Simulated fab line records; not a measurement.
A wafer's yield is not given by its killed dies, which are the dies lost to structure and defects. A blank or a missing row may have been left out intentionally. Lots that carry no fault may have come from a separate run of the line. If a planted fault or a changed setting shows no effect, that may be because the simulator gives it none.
A lot that was struck, set against a sound lot || flow n5 finfet || 38 steps out of a route of 1938
Sound: wafers L393.1, L393.5, L393.6. Struck: wafer L401.6; the same lot's L401.2 was not struck, so it is left out; see the end for the cause.
Order at every step that has rows: each side's tool, ch and its chambers, its first start. Under that, the readings that differ: sound wafers || struck wafers || difference of the means || sigmas: that difference in standard deviations of wafers without a fault.
alike: readings whose means differ by less than 2 such deviations, and words and numbers that are the same on both sides. not compared: withheld readings, readings that some wafer has no value for, bounds like >300 that may hide the same value, and numbers for which the record gives no deviation and whose values overlap.
Wherever a step has rows on one side only, a row that says differs or no value, or a row with sigmas, the two part there. Non-overlapping numbers with no deviation appear without sigmas and do not part them. A reading missing from all wafers of one side parts the sides only when that side holds two or more wafers.

first, 9 steps without rows for these wafers: N5_FIN_SAQP_PRECLEAN_42 (cleans in O3/DIW, time 60 s); N5_FIN_SAQP_PRECLEAN_00 (cleans in SC1, time 60 s); N5_FIN_SAQP_PRECLEAN_44 (cleans in SC2, time 45 s); N5_FIN_SAQP_SRD_01 (time 30 s); N5_FIN_SAQP_ALD_61 (deposits SiO2, target thk 4 nm, pulse time 1 s, purge time 2 s); N5_FIN_SAQP_DENSIFY_62 (time 60 s); N5_FIN_SAQP_HM_DEP_03 (deposits SiNx from SiH4/NH3/N2, target thk 38 nm, time 33.6 s); N5_FIN_SAQP_PECVD_47 (deposits a-Si from SiH4/He, target thk 45 nm, time 36.3 s); N5_FIN_SAQP_PECVD_48 (deposits SiNx from SiH4/NH3/N2, target thk 25 nm, time 22.1 s).
N5_FIN_SAQP_PECVD_06: deposits a-Si from SiH4/He, target thk 60 nm, time 48.1 s.
  sound on pecvd-03 ch 0,1, day 3 03:14; struck on pecvd-03 ch 1, day 5 05:58
{"reading": "model.a-Si_of_FIN_SAQP_PECVD_06.thk nm (nm)", "sound": "59.3 60.02 60.05", "struck": 93.09, "difference": "+33.30", "sigmas": ""}
  alike: heater power w, showerhead plenum p Torr, throttle valve pct
N5_FIN_SAQP_THK_MEAS_07:
  sound on film metro-01 at day 3 03:20; struck on film metro-02 at day 5 06:04
{"reading": "thk nm (nm)", "sound": "59.3 60.0 60.0", "struck": 93.2, "difference": "+33.4", "sigmas": "+43"}
then, 15 steps without rows for these wafers: N5_FIN_SAQP_HM_DEP_72 (deposits SiO2 from SiH4/N2O, target thk 12 nm, time 7.2 s); N5_FIN_SAQP_COAT_49 (time 60 s, resist thk 100 nm); N5_FIN_SAQP_COAT_50 (time 60 s, resist thk 35 nm); N5_FIN_SAQP_COAT_10 (resist thk 90 nm); N5_FIN_SAQP_EBR_12; N5_FIN_SAQP_SOFTBAKE_11 (time 60 s); N5_FIN_SAQP_EXPOSE_13 (exposes mask FIN CORE, target cd 35.6 nm); N5_FIN_SAQP_PEB_14 (peb time 60 s); N5_FIN_SAQP_DEVELOP_15 (develop time 30 s); N5_FIN_SAQP_DESCUM_21 (chemistry O2, time 7.9 s); N5_FIN_SAQP_ETCH_51 (etches SiARC in CF4, target depth 45.5 nm, time 75.8 s); N5_FIN_SAQP_ETCH_52 (etches SOC in N2/H2, target depth 100 nm, overetch 20 nm, time 150 s); N5_FIN_SAQP_STRIP_53 (strips in N2/H2); N5_FIN_SAQP_HM_OPEN_73 (chemistry CHF3/O2, target SiO2, stops on a-Si, target depth 12 nm, time 16.8 s); N5_FIN_SAQP_STRIP_74 (strips in CHF3/O2).
N5_FIN_SAQP_MANDREL_ETCH_22: etches a-Si in HBr/Cl2, stops on SiNx, target depth 60 nm, bt time 10 s, time 30 s.
  sound on rie si-03 ch 2,3, day 3 04:11; struck on rie si-03 ch 2, day 5 06:56
{"reading": "oes product au (a.u.)", "sound": "0.763 0.780 0.782", "struck": 0.990, "difference": "+0.215", "sigmas": "+17"}
{"reading": "model.etch.depth nm (nm)", "sound": "59.3 60.01 60.05", "struck": 88.74, "difference": "+28.95", "sigmas": ""}
  alike: drypump motor current A, mfc cl2 sccm, throttle valve pct
  not compared: rf hours counter h
then, 5 steps without rows for these wafers: N5_FIN_SAQP_STRIP_55 (strips in N2/H2); N5_FIN_SAQP_STRIP_23 (strips in SPM, time 750 s); N5_FIN_SAQP_SRD_66 (time 30 s); N5_FIN_SAQP_RECESS_75 (chemistry HF/NH3, target SiO2, target depth 14.4 nm, afs cycles 3, sublimation time 60 s); N5_FIN_SAQP_SPACER1_ALD_24 (deposits SiO2, target thk 20.3 nm, pulse time 1 s, purge time 2 s).
N5_FIN_SAQP_SPACER1_ETCHBACK_25: etches SiO2 in CHF3/O2, target depth 24.4 nm, time 12.2 s.
  sound on rie diel-05 ch 0,1, day 3 06:34; struck on rie diel-01 ch 1, day 5 08:37
{"reading": "oes product au (a.u.)", "sound": "0.74 0.74 0.71", "struck": 0.33, "difference": -0.40, "sigmas": -4}
{"reading": "model.a-Si_of_FIN_SAQP_PECVD_06.thk nm (nm)", "sound": "58.4 59 59.2", "struck": 92.2, "difference": "+33.3", "sigmas": ""}
  alike: drypump motor current A, rf vpp V, showerhead plenum p Torr, throttle valve pct
  not compared: rf hours counter h
then, 2 steps without rows for these wafers: N5_FIN_SAQP_MANDREL1_REMOVE_56 (chemistry HBr/Cl2/O2, target a-Si, stops on SiNx, bt time 10 s); N5_FIN_SAQP_ETCH_57 (etches SiNx in CH3F/O2, target depth 32.5 nm, time 46.4 s).
N5_FIN_SAQP_INSPECT_40: inspects for defects (brightfield).
  sound on defect inspect-02 at day 3 10:53; struck on defect inspect-01 at day 5 10:57
{"reading": "raw defect count", "sound": "186 138 142", "struck": 1772, "difference": "+1617", "sigmas": "+34"}
N5_BEOL_M4_RC_MEAS_101:
  the record has rows for the sound wafers here (prober-01 ch 0, day 10 15:33) and none for the struck ones
-- here the record skips 11 days between the struck wafers' starts before and after, leaving off in module BEOL_M4 and picking up in module PASSIVATION (first step shown: number 1936 of the route) --
N5_PASSIVATION_PROBE_49:
  rows exist in the record for the struck wafers here (prober-01, day 16 12:49), but not for the sound ones

WHERE THEY PART
First at N5_FIN_SAQP_THK_MEAS_07; last, within this record, at N5_PASSIVATION_PROBE_49.

WHY: whatever the simulator had introduced
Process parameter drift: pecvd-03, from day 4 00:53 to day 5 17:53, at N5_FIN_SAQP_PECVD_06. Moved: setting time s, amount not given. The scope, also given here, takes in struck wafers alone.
